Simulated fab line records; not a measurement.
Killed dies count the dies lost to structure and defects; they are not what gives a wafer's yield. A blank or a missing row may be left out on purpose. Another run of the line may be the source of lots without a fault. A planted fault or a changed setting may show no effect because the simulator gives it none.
Which tool did it?    flow nandHarc    Sampling: 24 lots, 72 wafers, 6 of 1302 route steps

WHAT THE GAUGES READ, wafer by wafer
NHARC_P_M0_INSPECT_27. Usual: rawDefectCount at 336, with a standard deviation of 140.
lot   measured      on                rawDefectCount  flag
L074  day 5 23:55   defectInspect-01  386 279 436     
L075  day 6 15:11   defectInspect-02  305 313 591     
L076  day 6 19:16   defectInspect-01  302 341 461     
L077  day 7 09:29   defectInspect-02  514 430 430     
L078  day 7 18:49   defectInspect-01  713 618 614     
L079  day 8 13:06   defectInspect-02  236 191 516     
L080  day 8 16:28   defectInspect-02  230 195 293     
L081  day 9 10:24   defectInspect-02  413 474 217     
L082  day 9 11:01   defectInspect-02  207 505 365     
L083  day 9 16:56   defectInspect-01  240 238 281     
L084  day 10 11:50  defectInspect-02  327 215 379     
L085  day 10 16:49  defectInspect-01  389 448 386     
L086  day 11 00:34  defectInspect-01  251 284 395     
L087  day 12 04:50  defectInspect-01  654 688 565     
L089  day 12 06:10  defectInspect-01  367 460 243     
L088  day 12 07:22  defectInspect-02  246 267 268     
L090  day 13 02:49  defectInspect-01  304 133 193     
L091  day 13 04:50  defectInspect-01  187 360 273     
L092  day 13 20:43  defectInspect-01  421 286 248     
L093  day 14 01:38  defectInspect-01  213 130 166     
L094  day 14 11:52  defectInspect-02  271 396 588     
L095  day 14 20:55  defectInspect-01  154 204 301     
L096  day 15 06:50  defectInspect-01  249 195 302     
L097  day 15 18:58  defectInspect-02  215 206 175     

NHARC_P_M2_THK_MEAS_24: measures by xrf. Usual: thkNm at 144.3 nm, with a standard deviation of 1.5.
lot   measured      on            thkNm (nm)         flag
L074  day 6 08:14   filmMetro-02  145.2 145.2 145.4  
L075  day 6 23:37   filmMetro-02  143.6 143.5 142.6  
L076  day 7 03:26   filmMetro-01  145.4 145.7 145.9  
L077  day 7 18:03   filmMetro-01  142.9 145.7 146.5  
L078  day 8 03:23   filmMetro-02  146.7 144.6 146.1  
L079  day 8 21:29   filmMetro-01  144.5 146.3 144.8  
L080  day 9 00:28   filmMetro-01  142.5 143.5 144.8  
L081  day 9 18:20   filmMetro-02  145.3 142.9 145.1  
L082  day 9 19:30   filmMetro-02  142.8 144.5 144.6  
L083  day 10 01:10  filmMetro-01  144.7 142.9 146.8  
L084  day 10 20:21  filmMetro-02  143.7 143.4 143.5  
L085  day 11 02:22  filmMetro-01  142.9 143.7 145.9  
L086  day 11 09:05  filmMetro-01  147.9 146.1 143.3  
L087  day 12 13:08  filmMetro-01  145.2 145.6 145.1  
L089  day 12 14:11  filmMetro-02  143.1 141.8 142.4  
L088  day 12 15:56  filmMetro-02  146.0 143.7 146.1  
L090  day 13 10:52  filmMetro-01  144.5 141.8 144.3  
L091  day 13 13:06  filmMetro-01  142.4 144.9 145.4  
L092  day 14 05:01  filmMetro-02  144.3 143.2 146.6  
L093  day 14 09:42  filmMetro-02  141.9 143.7 143.6  
L094  day 14 20:01  filmMetro-02  144.7 141.6 144.3  
L095  day 15 05:24  filmMetro-01  146.0 144.8 146.7  
L096  day 15 15:13  filmMetro-01  146.6 145.5 143.0  
L097  day 16 03:00  filmMetro-01  143.3 143.6 143.5  

NHARC_P_BONDPAD_CD_MEAS_13. Usual: cdNm at 500.2 nm, with a standard deviation of 2.
lot   measured      on        cdNm (nm)          flag
L074  day 6 10:41   cdSem-03  499.7 501.2 501.8  
L075  day 7 02:08   cdSem-02  498.1 500.4 501.8  
L076  day 7 05:53   cdSem-01  505.0 502.5 500.8  
L077  day 7 20:33   cdSem-01  499.4 504.1 500.3  
L078  day 8 06:01   cdSem-03  501.5 502.4 498.0  
L079  day 9 00:08   cdSem-02  502.2 505.8 503.6  
L080  day 9 02:51   cdSem-01  499.2 499.3 498.2  
L081  day 9 20:49   cdSem-03  501.2 499.5 498.4  
L082  day 9 21:58   cdSem-02  498.6 500.9 499.3  
L083  day 10 03:47  cdSem-03  499.0 502.9 500.6  
L084  day 10 23:35  cdSem-01  498.9 497.2 497.7  
L085  day 11 04:50  cdSem-02  501.9 503.5 501.1  
L086  day 11 11:35  cdSem-02  500.0 502.9 500.9  
L087  day 12 15:35  cdSem-03  499.0 501.4 500.1  
L089  day 12 16:30  cdSem-02  498.9 499.6 501.9  
L088  day 12 18:26  cdSem-01  503.1 503.4 502.4  
L090  day 13 13:22  cdSem-01  502.2 500.8 497.2  
L091  day 13 15:37  cdSem-01  498.8 496.4 500.6  
L092  day 14 07:31  cdSem-03  496.2 498.7 499.7  
L093  day 14 12:21  cdSem-02  500.2 499.5 501.0  
L094  day 14 22:31  cdSem-02  502.1 498.9 496.2  
L095  day 15 08:03  cdSem-03  502.9 501.9 502.7  
L096  day 15 17:34  cdSem-02  499.6 500.2 500.2  
L097  day 16 05:28  cdSem-02  499.7 501.6 503.8  

TOOL THAT RAN EACH LOT (tool first, then ch and the chambers of the sampled wafers, then the start)
lot   NHARC_P_M1_ETCH_35                 NHARC_P_M1_ANNEAL_31             NHARC_P_M2_ETCH_28
L074  rieDiel-02 ch 0,1, day 6 01:33     rtpAnneal-01 ch 0, day 6 03:30   rieDiel-13 ch 2,3, day 6 08:14 or earlier
L075  rieDiel-02 ch 0,3, day 6 16:52     rtpAnneal-02 ch 0, day 6 18:32   rieDiel-13 ch 0,1, day 6 23:37 or earlier
L076  rieDiel-03 ch 0,1, day 6 20:57     rtpAnneal-02 ch 0, day 6 22:42   rieDiel-11 ch 0,1,3, day 7 03:26 or earlier
L077  rieDiel-03 ch 0,2, day 7 11:10     rtpAnneal-02 ch 0, day 7 13:01   rieDiel-11 ch 0,1, day 7 18:03 or earlier
L078  rieDiel-02 ch 0,1,2, day 7 20:31   rtpAnneal-02 ch 0, day 7 22:16   rieDiel-11 ch 0,2,3, day 8 03:23 or earlier
L079  rieDiel-02 ch 0,1,2, day 8 14:58   rtpAnneal-01 ch 0, day 8 16:42   rieDiel-11 ch 1,2, day 8 21:29 or earlier
L080  rieDiel-03 ch 0,2,3, day 8 18:08   rtpAnneal-01 ch 0, day 8 19:48   rieDiel-07 ch 0,3, day 9 00:28 or earlier
L081  rieDiel-03 ch 0,1, day 9 11:57     rtpAnneal-02 ch 0, day 9 13:38   rieDiel-13 ch 0,3, day 9 18:20 or earlier
L082  rieDiel-03 ch 1,2, day 9 12:51     rtpAnneal-02 ch 0, day 9 14:34   rieDiel-13 ch 1,3, day 9 19:30 or earlier
L083  rieDiel-02 ch 0,2,3, day 9 18:39   rtpAnneal-02 ch 0, day 9 20:20   rieDiel-07 ch 0,1,3, day 10 01:10 or earlier
L084  rieDiel-02 ch 0,1,2, day 10 13:40  rtpAnneal-02 ch 0, day 10 15:28  rieDiel-07 ch 0,1,3, day 10 20:21 or earlier
L085  rieDiel-02 ch 0,1,2, day 10 18:37  rtpAnneal-01 ch 0, day 10 20:17  rieDiel-07 ch 0,3, day 11 02:22 or earlier
L086  rieDiel-03 ch 0,1,2, day 11 02:15  rtpAnneal-02 ch 0, day 11 04:00  rieDiel-11 ch 0,2, day 11 09:05 or earlier
L087  rieDiel-02 ch 0,2,3, day 12 06:41  rtpAnneal-02 ch 0, day 12 08:26  rieDiel-07 ch 0,1,3, day 12 13:08 or earlier
L089  rieDiel-03 ch 1,2,3, day 12 07:49  rtpAnneal-01 ch 0, day 12 09:34  rieDiel-11 ch 1,2, day 12 14:11 or earlier
L088  rieDiel-02 ch 1,2, day 12 09:02    rtpAnneal-02 ch 0, day 12 10:42  rieDiel-07 ch 0,1,3, day 12 15:56 or earlier
L090  rieDiel-03 ch 1,2, day 13 04:21    rtpAnneal-02 ch 0, day 13 06:05  rieDiel-13 ch 2,3, day 13 10:52 or earlier
L091  rieDiel-03 ch 0,3, day 13 06:31    rtpAnneal-02 ch 0, day 13 08:14  rieDiel-11 ch 0,1,3, day 13 13:06 or earlier
L092  rieDiel-02 ch 1,3, day 13 22:23    rtpAnneal-02 ch 0, day 14 00:14  rieDiel-07 ch 2,3, day 14 05:01 or earlier
L093  rieDiel-02 ch 0,1,3, day 14 03:19  rtpAnneal-02 ch 0, day 14 04:58  rieDiel-07 ch 0,1,2, day 14 09:42 or earlier
L094  rieDiel-03 ch 1,2, day 14 13:32    rtpAnneal-01 ch 0, day 14 15:17  rieDiel-13 ch 0,3, day 14 20:01 or earlier
L095  rieDiel-02 ch 1,2,3, day 14 22:46  rtpAnneal-01 ch 0, day 15 00:31  rieDiel-11 ch 0,2,3, day 15 05:24 or earlier
L096  rieDiel-02 ch 1,2, day 15 08:34    rtpAnneal-01 ch 0, day 15 10:17  rieDiel-07 ch 0,1,3, day 15 15:13 or earlier
L097  rieDiel-02 ch 2,3, day 15 20:39    rtpAnneal-02 ch 0, day 15 22:25  rieDiel-11 ch 0,1,3, day 16 03:00 or earlier
- NHARC_P_M1_ETCH_35: etches the open film in N2/H2, target depth 40 nm, overetch 12 nm, time 43.94 s.
- NHARC_P_M1_ANNEAL_31: time 90 s.
- NHARC_P_M2_ETCH_28: etches the open film in CF4/N2, target depth 30 nm, time 72.99 s.

AS READ BY THE TOOLS THEMSELVES (means over the sampled wafers that have a number; for cases with no such wafer, the mark the record gives instead)
NHARC_P_M1_ETCH_35. Usual: drypumpMotorCurrentA 5.6 A, standard deviation 0.4; oesProductAu 0.998 a.u., standard deviation 0.0088; rfVppV 431.4 V, standard deviation 1.6; showerheadPlenumPTorr 2.07 Torr, standard deviation 0.051; throttleValvePct 14.172 %, standard deviation 0.0087.
lot   tool        drypumpMotorCurrentA (A)  oesProductAu (a.u.)  rfVppV (V)  showerheadPlenumPTorr (Torr)  throttleValvePct (%)  flag
L074  rieDiel-02  5.7                       0.992                429.9       2.04                          14.166                
L075  rieDiel-02  5.3                       0.985                430.4       2.02                          14.174                
L076  rieDiel-03  5.4                       1.000                431.6       2.08                          14.163                
L077  rieDiel-03  5.6                       1.003                432.1       2.07                          14.164                
L078  rieDiel-02  5.7                       0.995                430.5       2.06                          14.178                
L079  rieDiel-02  5.7                       0.988                431.4       2.06                          14.171                
L080  rieDiel-03  5.7                       1.000                431.4       2.07                          14.169                
L081  rieDiel-03  5.7                       1.002                432.5       2.11                          14.172                
L082  rieDiel-03  6.2                       0.989                433.7       2.13                          14.172                
L083  rieDiel-02  5.5                       0.997                430.9       2.03                          14.165                
L084  rieDiel-02  5.7                       0.998                431.7       2.06                          14.174                
L085  rieDiel-02  5.7                       1.007                431.9       2.06                          14.169                
L086  rieDiel-03  5.8                       0.999                432.7       2.10                          14.170                
L087  rieDiel-02  5.5                       0.993                430.8       2.03                          14.170                
L089  rieDiel-03  6.0                       1.001                432.3       2.10                          14.164                
L088  rieDiel-02  5.7                       0.993                432.2       2.09                          14.180                
L090  rieDiel-03  6.1                       1.002                433.1       2.13                          14.166                
L091  rieDiel-03  5.4                       1.007                430.2       2.05                          14.167                
L092  rieDiel-02  5.3                       0.998                431.4       2.09                          14.163                
L093  rieDiel-02  5.4                       1.001                431.1       2.04                          14.177                
L094  rieDiel-03  6.0                       0.996                432.7       2.13                          14.177                
L095  rieDiel-02  5.4                       0.999                431.7       2.07                          14.171                
L096  rieDiel-02  5.6                       0.991                432.1       2.11                          14.177                
L097  rieDiel-02  5.3                       1.006                430.3       2.04                          14.171                

NHARC_P_M1_ANNEAL_31. Usual: wafer_temp_C_max at 226.07, with a standard deviation of 0.27.
lot   tool          wafer_temp_C_max  flag
L074  rtpAnneal-01  226.19            
L075  rtpAnneal-02  226.09            
L076  rtpAnneal-02  225.96            
L077  rtpAnneal-02  226.26            
L078  rtpAnneal-02  225.59            
L079  rtpAnneal-01  226.28            
L080  rtpAnneal-01  226.05            
L081  rtpAnneal-02  225.88            
L082  rtpAnneal-02  225.91            
L083  rtpAnneal-02  226.17            
L084  rtpAnneal-02  226.14            
L085  rtpAnneal-01  226.11            
L086  rtpAnneal-02  225.92            
L087  rtpAnneal-02  225.91            
L089  rtpAnneal-01  226.20            
L088  rtpAnneal-02  225.90            
L090  rtpAnneal-02  226.08            
L091  rtpAnneal-02  225.91            
L092  rtpAnneal-02  226.07            
L093  rtpAnneal-02  226.01            
L094  rtpAnneal-01  226.50            
L095  rtpAnneal-01  226.27            
L096  rtpAnneal-01  226.23            
L097  rtpAnneal-02  225.73            

NHARC_P_M2_ETCH_28. Usual: drypumpMotorCurrentA 5.9 A, standard deviation 0.45; oesProductAu 0.997 a.u., standard deviation 0.011; rfVppV 313.5 V, standard deviation 1.8; showerheadPlenumPTorr 2.59 Torr, standard deviation 0.097; throttleValvePct 19.794 %, standard deviation 0.0099.
lot   tool        drypumpMotorCurrentA (A)  oesProductAu (a.u.)  rfVppV (V)  showerheadPlenumPTorr (Torr)  throttleValvePct (%)  flag
L074  rieDiel-13  5.7                       1.008                311.4       2.48                          19.801                
L075  rieDiel-13  6.0                       1.002                313.0       2.59                          19.786                
L076  rieDiel-11  5.7                       0.997                313.8       2.62                          19.785                
L077  rieDiel-11  6.0                       1.001                313.9       2.60                          19.800                
L078  rieDiel-11  5.6                       0.999                314.6       2.64                          19.795                
L079  rieDiel-11  6.3                       1.010                314.0       2.65                          19.786                
L080  rieDiel-07  6.5                       0.984                314.4       2.65                          19.798                
L081  rieDiel-13  6.0                       0.990                311.9       2.50                          19.797                
L082  rieDiel-13  5.7                       1.006                315.1       2.66                          19.792                
L083  rieDiel-07  6.2                       0.979                315.1       2.62                          19.793                
L084  rieDiel-07  6.2                       0.993                313.7       2.62                          19.796                
L085  rieDiel-07  6.3                       0.990                315.2       2.68                          19.796                
L086  rieDiel-11  5.7                       1.004                314.1       2.63                          19.789                
L087  rieDiel-07  6.2                       0.989                313.4       2.62                          19.797                
L089  rieDiel-11  6.2                       0.989                314.6       2.65                          19.791                
L088  rieDiel-07  6.2                       0.988                313.7       2.62                          19.795                
L090  rieDiel-13  5.4                       1.004                311.4       2.46                          19.796                
L091  rieDiel-11  5.7                       1.009                314.1       2.62                          19.796                
L092  rieDiel-07  6.0                       0.986                311.5       2.53                          19.796                
L093  rieDiel-07  6.2                       0.995                312.3       2.53                          19.785                
L094  rieDiel-13  6.1                       1.000                313.0       2.50                          19.785                
L095  rieDiel-11  5.6                       0.992                314.3       2.64                          19.786                
L096  rieDiel-07  6.2                       0.992                314.3       2.61                          19.793                
L097  rieDiel-11  5.7                       1.001                313.6       2.62                          19.796                

THE ANSWER, worked out from the rows above alone
Rule: a lot is off if the mean of its wafers that have a number lies more than 3 standard deviations from the usual mean. A lot without any number at a reading at which 4 lots or more have one is off too. Any other lot the step has rows for is counted as sound. The gauges are gone through in route order, then the tools' own readings, and for those a lot's mean is taken as printed above. At the first step where some lot is off, the reading lying furthest off is the one used; lots without a number count as furthest.
No lot is off at any reading shown: from this, nothing can be told.

WHAT HAD BEEN PUT IN BY THE SIMULATOR
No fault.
